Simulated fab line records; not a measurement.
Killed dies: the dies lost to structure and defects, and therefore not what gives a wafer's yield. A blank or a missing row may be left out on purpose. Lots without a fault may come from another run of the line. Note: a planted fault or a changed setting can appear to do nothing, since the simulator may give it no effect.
fab line records	flow nandHarc
[record] lots = 6	wafers = 18	lastDay = 34
route steps=1302 shown A_M0@1164 A_M1@1169
lots untouched by any fault: they come from a run of this same line in which no faults occurred
startH: the number of hours between the record's first day and the start of the first shown wafer of the lot	waitH: hours elapsed since this lot's preceding step	" repeats the value in the row above	L1.1+2: a single row standing in for several wafers	- no value, or no start was given	* or withheld: withheld	< > ~ a bound
route shown NAME@n: a module of which the file shows steps, and the number in the route of the first	usual: mean/standard deviation taken from wafers without a fault	same: alike in all rows	chamber/n: place in a boat	sites: readings site by site	_std_site: the standard deviation of these	_edge_site: inner sites' mean taken away from outer sites' mean	radiusMm: how far each site lies from the wafer's centre	mask NAME#n: copy n	behind: the tool/chamber that last shaped the wafer	hold: the reason the lot was held/the length of the hold in hours/how it ended	device: which transistor (n, p or np) failed to switch	end of line: at the end of the route, the tests of the same wafers	step lacking rows: just its recipe	killed: at the first sort, the dies lost to defects and structure; wafer yield is something else	map: a wafer's dies, x killed, . not, _ none there
set.NAME: the setting that was run; set.NAME@STEP: the one run at that earlier step	model.NAME: the simulator's own value behind a step, which no gauge read
lots seen at some steps along the route; tables by step, rows by wafer
services: from which hour (startH, from the record's first day; less than 0 if before it) a tool's chamber was out of use, for how many hours, and why
[[steps]]
[step NHARC_A_M0_SRD_25]
[step NHARC_A_M0_INSPECT_27]
[usual] rawDefectCount = 528/130
lot.wafer	tool	chamber	startH	waitH	rawDefectCount
L161.3	defectInspect-02	-	587.66	0.0	894
L161.5	"	-	"	"	698
L161.6	"	-	"	"	782
L163.4	defectInspect-02	-	596.69	0.0	567
L163.5	"	-	"	"	872
L163.6	"	-	"	"	803
L167.1	defectInspect-01	-	648.95	0.0	536
L167.2	"	-	"	"	451
L167.6	"	-	"	"	439
L169.3	defectInspect-02	-	661.32	0.0	401
L169.5	"	-	"	"	607
L169.6	"	-	"	"	494
L170.1	defectInspect-01	-	679.19	0.0	466
L170.2	"	-	"	"	476
L170.5	"	-	"	"	429
L179.1	defectInspect-01	-	772.05	0.0	404
L179.3	"	-	"	"	458
L179.4	"	-	"	"	355
[step NHARC_A_M0_PRE_CLEAN_31]
[recipe] timeS = 12	tempC = 370	rfPowerW = 300	gas = NH3
[usual] heaterPowerW = 625/81	rfFwdPowerW = 292.6/0.91
lot.wafer	tool	chamber	startH	waitH	heaterPowerW	rfFwdPowerW
L161.3	pecvd-03	1	587.72	0.1	653	292.6
L161.5	"	2	"	"	625	291.1
L161.6	"	0	"	"	704	292.5
L163.5	pecvd-04	1	596.79	0.1	584	292.8
L163.6	"	2	"	"	628	293.1
L163.4	"	0	"	"	742	291.5
L167.1	pecvd-04	0	649.02	0.1	803	291.7
L167.2	"	1	"	"	592	292.6
L167.6	"	0	"	"	806	292.3
L169.3	pecvd-03	1	661.40	0.1	563	290.6
L169.6	"	1	"	"	569	291.3
L169.5	"	2	"	"	581	292.8
L170.1	pecvd-04	2	679.26	0.1	735	294.0
L170.2	"	1	"	"	535	292.8
L170.5	"	1	"	"	534	292.2
L179.3	pecvd-03	2	772.12	0.1	608	293.2
L179.1	"	1	"	"	585	292.4
L179.4	"	1	"	"	594	293.1
[step NHARC_A_M0_DEP_32]
[recipe] targetThkA = 300	tempC = 370	targetThkNm = 30	pressureTorr = 3	flowSccm = 200	rfW = 450	material = SiCN
[usual] heaterPowerW = 572/84	rfFwdPowerW = 449.4/1.3
lot.wafer	tool	chamber	startH	waitH	heaterPowerW	rfFwdPowerW
L161.3	pecvd-03	1	587.80	0.1	610	448.8
L161.5	"	2	"	"	549	448.3
L161.6	"	0	"	"	702	449.3
L163.5	pecvd-04	1	596.96	0.2	489	450.7
L163.6	"	2	"	"	593	449.2
L163.4	"	0	"	"	690	452.2
L167.1	pecvd-04	0	649.10	0.1	733	449.1
L167.2	"	1	"	"	564	448.8
L167.6	"	0	"	"	739	449.5
L169.3	pecvd-03	1	661.51	0.1	590	447.4
L169.6	"	1	"	"	588	450.4
L169.5	"	2	"	"	564	449.6
L170.1	pecvd-04	2	679.34	0.1	637	450.1
L170.2	"	1	"	"	519	448.5
L170.5	"	1	"	"	522	447.3
L179.3	pecvd-03	2	772.20	0.1	516	449.6
L179.1	"	1	"	"	476	447.1
L179.4	"	1	"	"	497	448.2
[step NHARC_A_M1_DEP_00]
[recipe] targetThkA = 1825	targetThkNm = 182.5	tempC = withheld	pressureTorr = 5	flowSccm = 200	rfW = 600	material = SiOC
[step NHARC_A_M1_DEHYDRATE_01]
[recipe] tempC = 150	timeS = 120
[step NHARC_A_M1_HMDS_02]
[recipe] timeS = 30
[step NHARC_A_M1_COAT_34]
[recipe] tempC = 200	timeS = 65
[step NHARC_A_M1_COAT_03]
[recipe] spinRpm = 1500	resistThkNm = 90
[step NHARC_A_M1_SOFTBAKE_04]
[recipe] tempC = 105	timeS = 55
[step NHARC_A_M1_EBR_05]
[step NHARC_A_M1_EXPOSE_06]
[recipe] na = 1.35	targetCdNm = 120	doseMj = 75.13	maskId = A_M1
[usual] focusOffsetNm = -0.1/0.55
lot.wafer	tool	chamber	startH	waitH	mask	focusOffsetNm
L161.3	arfiScanner-01	0	588.79	-	A_M1#0	-0.5
L161.5	"	0	"	"	A_M1#0	-0.7
L161.6	"	0	"	"	A_M1#0	0.6
L163.4	arfiScanner-02	0	598.23	-	A_M1#0	-0.3
L163.5	"	0	"	"	A_M1#0	-0.4
L163.6	"	0	"	"	A_M1#0	0.0
L167.1	arfiScanner-01	0	650.08	-	A_M1#0	-0.4
L167.2	"	0	"	"	A_M1#0	-0.9
L167.6	"	0	"	"	A_M1#0	-0.4
L169.3	arfiScanner-03	0	662.57	-	A_M1#0	0.1
L169.5	"	0	"	"	A_M1#0	-0.3
L169.6	"	0	"	"	A_M1#0	0.5
L170.1	arfiScanner-01	0	680.45	-	A_M1#0	-0.8
L170.2	"	0	"	"	A_M1#0	-0.8
L170.5	"	0	"	"	A_M1#0	-0.5
L179.1	arfiScanner-01	0	773.31	-	A_M1#0	-0.5
L179.3	"	0	"	"	A_M1#0	-0.7
L179.4	"	0	"	"	A_M1#0	-0.5
[step NHARC_A_M1_PEB_07]
[recipe] pebTempC = 100	pebTimeS = 65
[step NHARC_A_M1_DEVELOP_08]
[recipe] developTimeS = 35	devTempC = 23
[step NHARC_A_M1_CD_MEAS_09]
[recipe] targetCdNm = 120	landingEnergyEv = 500
[usual] cdNm = 120.0/0.91
lot.wafer	tool	chamber	startH	waitH	cdNm
L161.3	cdSem-02	0	588.93	-	121.7
L161.5	"	0	"	"	121.3
L161.6	"	0	"	"	122.0
L163.4	cdSem-03	0	598.37	-	120.6
L163.5	"	0	"	"	119.3
L163.6	"	0	"	"	121.3
L167.1	cdSem-01	0	650.23	-	118.5
L167.2	"	0	"	"	119.9
L167.6	"	0	"	"	122.5
L169.3	cdSem-03	0	662.71	-	120.4
L169.5	"	0	"	"	120.1
L169.6	"	0	"	"	119.2
L170.1	cdSem-03	0	680.59	-	118.1
L170.2	"	0	"	"	119.7
L170.5	"	0	"	"	120.7
L179.1	cdSem-01	0	773.45	-	119.6
L179.3	"	0	"	"	118.4
L179.4	"	0	"	"	120.3
[step NHARC_A_M1_OVL_MEAS_10]
[recipe] pitchNm = 240
[usual] overlayXNm = 0.0/0.99	overlayYNm = -0.2/0.8
lot.wafer	tool	chamber	startH	waitH	overlayXNm	overlayYNm
L161.3	overlay-01	-	589.01	-	0.6	0.8
L161.5	"	-	"	"	0.7	0.9
L161.6	"	-	"	"	-0.1	0.7
L163.4	overlay-02	-	598.45	-	1.4	1.3
L163.5	"	-	"	"	1.2	1.1
L163.6	"	-	"	"	0.5	1.6
L167.1	overlay-02	-	650.32	-	0.2	1.5
L167.2	"	-	"	"	-0.5	1.1
L167.6	"	-	"	"	0.4	1.0
L169.3	overlay-01	-	662.79	-	-0.6	-0.7
L169.5	"	-	"	"	-0.7	-0.8
L169.6	"	-	"	"	-0.8	-0.8
L170.1	overlay-02	-	680.67	-	-0.9	-0.4
L170.2	"	-	"	"	-0.7	-0.2
L170.5	"	-	"	"	0.0	-0.7
L179.1	overlay-02	-	773.54	-	-0.3	0.4
L179.3	"	-	"	"	-0.2	0.7
L179.4	"	-	"	"	-0.4	-0.4
[step NHARC_A_M1_INSPECT_11]
[usual] rawDefectCount = 89/38
lot.wafer	tool	chamber	startH	waitH	rawDefectCount
L161.3	defectInspect-01	-	589.05	0.0	145
L161.5	"	-	"	"	128
L161.6	"	-	"	"	112
L163.4	defectInspect-02	-	598.48	0.0	191
L163.5	"	-	"	"	162
L163.6	"	-	"	"	154
L167.1	defectInspect-02	-	650.36	0.0	112
L167.2	"	-	"	"	116
L167.6	"	-	"	"	114
L169.3	defectInspect-02	-	662.83	0.0	89
L169.5	"	-	"	"	92
L169.6	"	-	"	"	112
L170.1	defectInspect-02	-	680.71	0.0	100
L170.2	"	-	"	"	113
L170.5	"	-	"	"	92
L179.1	defectInspect-01	-	773.57	0.0	30
L179.3	"	-	"	"	24
L179.4	"	-	"	"	29
[step NHARC_A_M1_DESCUM_14]
[recipe] timeS = 3	o2FlowSccm = 200	arFlowSccm = 0	biasPowerW = 0	chemistry = O2
[usual] drypumpMotorCurrentA = 5.5/0.47	oesProductAu = 1.004/0.012	rfVppV = 57.7/0.99	showerheadPlenumPTorr = 1.91/0.067	throttleValvePct = 11.312/0.0091
lot.wafer	tool	chamber	startH	waitH	drypumpMotorCurrentA	oesProductAu	rfHoursCounterH	rfVppV	showerheadPlenumPTorr	throttleValvePct	model.A_M1.cdNm
L161.3	rieDiel-09	2	589.13	0.1	6.6	1.019	4.4	58.2	1.87	11.315	121.2
L161.5	"	3	"	"	4.9	1.020	-	56.5	2.01	11.296	121.8
L161.6	"	0	"	"	5.4	0.981	-	57.7	1.86	11.315	121.3
L163.4	rieDiel-09	2	598.57	0.1	6.6	1.020	4.8	57.6	1.87	11.319	120.5
L163.5	"	3	"	"	4.9	1.022	-	57.3	2.01	11.316	119.7
L163.6	"	0	"	"	5.5	1.009	-	58.2	1.86	11.319	120.8
L167.2	rieDiel-10	2	650.43	0.1	5.3	0.991	0.5	57.7	2.01	11.309	120.2
L167.1	"	0	"	"	5.7	1.004	1.6	56.8	1.86	11.324	117.6
L167.6	"	1	"	"	5.7	1.000	-	57.5	1.89	11.304	122
L169.3	rieDiel-08	2	662.91	0.1	6.0	0.999	7.9	57.6	1.81	11.312	121.1
L169.6	"	3	"	"	5.3	0.989	-	57.7	1.78	11.310	118.5
L169.5	"	0	"	"	5.5	1.011	-	58.0	1.88	11.308	119.2
L170.2	rieDiel-10	3	680.78	0.1	4.8	1.007	2.4	57.7	1.96	11.316	119.3
L170.1	"	1	"	"	5.7	1.005	2.5	56.7	1.89	11.320	118
L170.5	"	3	"	"	4.8	1.001	-	60.3	1.96	11.332	120.9
L179.1	rieDiel-08	0	773.64	0.1	5.5	0.999	2.9	57.3	1.87	11.313	118.2
L179.3	"	1	"	"	5.9	1.018	2.9	59.4	1.98	11.324	118.7
L179.4	"	2	"	"	6.0	1.000	3.9	55.7	1.81	11.314	119.5
[step NHARC_A_M1_ETCH_35]
[recipe] targetDepthA = 400	overetchA = 120	timeS = 43.94	ionEnergyEv = 200	n2FlowSccm = 150	h2FlowSccm = 150	arFlowSccm = 0	rfW = 400	biasW = 150	chemistry = N2/H2
[usual] drypumpMotorCurrentA = 5.5/0.48	h2FlowSccm = 150.0/0.44	oesProductAu = 1.002/0.013	rfFwdPowerW = 395.7/1.9	rfVppV = 430.2/2.2	showerheadPlenumPTorr = 2.03/0.076	throttleValvePct = 14.172/0.0089
lot.wafer	tool	chamber	startH	waitH	drypumpMotorCurrentA	h2FlowSccm	oesProductAu	rfFwdPowerW	rfHoursCounterH	rfVppV	showerheadPlenumPTorr	throttleValvePct
L161.3	rieDiel-09	1	589.20	0.1	5.6	149.9	1.000	397.6	4.3	429.5	2.00	14.168
L161.6	"	3	"	"	4.9	149.8	1.010	397.7	-	433.0	2.14	14.169
L161.5	"	0	"	"	5.4	149.9	0.986	395.4	-	428.2	1.98	14.182
L163.4	rieDiel-09	0	598.63	0.1	5.4	150.7	0.998	396.2	4.7	428.7	1.98	14.178
L163.5	"	0	"	"	5.4	149.8	1.001	396.3	-	428.4	1.98	14.173
L163.6	"	1	"	"	5.5	150.3	1.009	394.8	-	428.7	2.00	14.154
L167.1	rieDiel-10	2	650.51	0.1	5.3	149.7	0.986	395.5	0.5	433.2	2.15	14.181
L167.2	"	3	"	"	4.8	150.6	1.010	398.6	1.7	432.5	2.09	14.181
L167.6	"	1	"	"	5.7	150.3	0.995	395.6	-	430.5	2.01	14.159
L169.3	rieDiel-08	2	662.98	0.1	6.0	150.4	1.011	393.1	7.9	428.4	1.93	14.164
L169.6	"	1	"	"	5.9	150.2	1.002	396.4	-	432.6	2.11	14.170
L169.5	"	2	"	"	6.0	150.1	1.017	393.1	-	427.1	1.93	14.173
L170.2	rieDiel-10	1	680.86	0.1	5.7	150.3	1.006	396.6	2.6	429.5	2.01	14.173
L170.1	"	3	"	"	4.9	150.2	1.004	396.7	2.4	432.6	2.09	14.173
L170.5	"	0	"	"	5.7	150.2	0.993	396.2	-	429.9	1.98	14.180
L179.4	rieDiel-08	0	773.73	0.1	5.5	150.0	1.011	391.5	2.9	430.1	2.00	14.180
L179.3	"	1	"	"	5.9	150.3	1.011	395.2	2.9	431.0	2.11	14.156
L179.1	"	2	"	"	6.0	149.9	1.012	390.8	3.9	427.9	1.92	14.160
[step NHARC_A_M1_ETCH_15]
[recipe] targetDepthA = 1825	timeS = 91.2	c4f8FlowSccm = withheld	arFlowSccm = 400	rfW = 600	biasW = 300	chemistry = C4F8/Ar
[usual] oesProductAu = 0.959/0.021	rfFwdPowerW = 596.0/2.2	rfVppV = 440.4/2.2
lot.wafer	tool	chamber	startH	waitH	oesProductAu	rfFwdPowerW	rfHoursCounterH	rfVppV	model.A_M1.cdNm
L161.3	rieDiel-09	3	-	-	0.962	598.3	2.9	442.4	121.3
L161.6	"	1	"	"	0.977	597.2	-	440.1	121.1
L161.5	"	2	"	"	1.009	599.2	-	440.2	121.8
L163.4	rieDiel-09	3	-	-	0.946	596.5	3.2	443.8	120.5
L163.5	"	0	"	"	0.929	594.5	-	439.4	119.3
L163.6	"	1	"	"	0.937	596.1	-	440.4	120.4
L167.1	rieDiel-10	3	-	-	0.981	596.8	1.7	441.7	117.3
L167.2	"	0	"	"	0.973	595.5	1.7	439.8	120.5
L167.6	"	1	"	"	0.962	595.7	-	438.4	122
L169.3	rieDiel-08	1	-	-	0.923	597.9	7.9	441.6	121
L169.6	"	2	"	"	0.931	594.1	-	436.2	119
L169.5	"	3	"	"	0.923	598.3	-	436.2	118.9
L170.1	rieDiel-10	1	-	-	0.981	593.3	2.6	439.3	118.5
L170.2	"	2	"	"	0.953	594.5	1.3	444.7	118.9
L170.5	"	3	"	"	0.961	598.7	-	442.7	120.7
L179.4	rieDiel-08	2	-	-	0.989	592.3	3.9	438.1	119.3
L179.1	"	3	"	"	0.988	593.4	3.9	437.5	118
L179.3	"	1	"	"	0.975	596.7	2.9	443.0	118.7
[step NHARC_A_M1_CD_MEAS_16]
[usual] cdNm = 119.6/1.1
lot.wafer	tool	chamber	startH	waitH	cdNm
L161.3	cdSem-03	-	589.42	-	121.3
L161.5	"	-	"	"	121.8
L161.6	"	-	"	"	121.1
L163.4	cdSem-02	-	598.85	-	120.1
L163.5	"	-	"	"	119.2
L163.6	"	-	"	"	120.3
L167.1	cdSem-01	-	650.72	-	117.4
L167.2	"	-	"	"	120.6
L167.6	"	-	"	"	122.2
L169.3	cdSem-03	-	663.20	-	121.0
L169.5	"	-	"	"	118.7
L169.6	"	-	"	"	119.0
L170.1	cdSem-03	-	681.08	-	118.1
L170.2	"	-	"	"	118.9
L170.5	"	-	"	"	120.8
L179.1	cdSem-03	-	773.94	-	117.9
L179.3	"	-	"	"	118.8
L179.4	"	-	"	"	119.3
[[services]]
tool	chamber	startH	hours	kind
arfiScanner-03	-	566.62	4.0	pm
arfiScanner-03	-	573.09	31.4	repair
pecvd-04	1	574.37	3.9	repair
arfiScanner-01	-	581.84	0.2	repair
arfiScanner-01	-	596.00	4.0	pm
rieDiel-10	-	596.50	9.0	pm
arfiScanner-01	-	603.56	0.4	repair
rieDiel-10	2	608.18	25.9	repair
rieDiel-10	0	619.89	3.8	repair
pecvd-04	-	631.00	13.0	pm
rieDiel-10	-	631.32	5.1	repair
arfiScanner-03	-	633.62	0.2	repair
arfiScanner-02	-	656.00	4.0	pm
pecvd-03	2	664.35	6.6	repair
rieDiel-09	-	674.10	9.0	pm
rieDiel-09	2	690.36	8.0	repair
pecvd-04	-	691.69	0.8	repair
pecvd-04	2	694.06	17.0	repair
pecvd-04	-	697.92	3.4	repair
rieDiel-08	-	721.80	9.0	pm
pecvd-03	-	728.35	13.0	pm
rieDiel-09	0	766.51	2.4	repair
arfiScanner-01	-	768.00	4.0	pm
rieDiel-10	-	773.50	9.0	pm
[[key]]
firstSign none at tools or gauges
[modelEffect] step = NHARC_A_M1_DESCUM_14	value = A_M1.cdNm	without = 119.4	struck = 121.4
[modelEffect] step = NHARC_A_M1_ETCH_15	value = A_M1.cdNm	without = 119.3	struck = 121.3
metAt NHARC_A_M1_EXPOSE_06
struckWafers L167.6,L170.5
onsetBetween 588.79 650.08
[fault] kind = processParameterDrift	tool = arfiScanner-01	chamber = -	onsetH = 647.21	steps = NHARC_A_M1_EXPOSE_06	channel = focusNm	offset = 64.567	shape = step	endH = 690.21	scope = struckWafersOnly
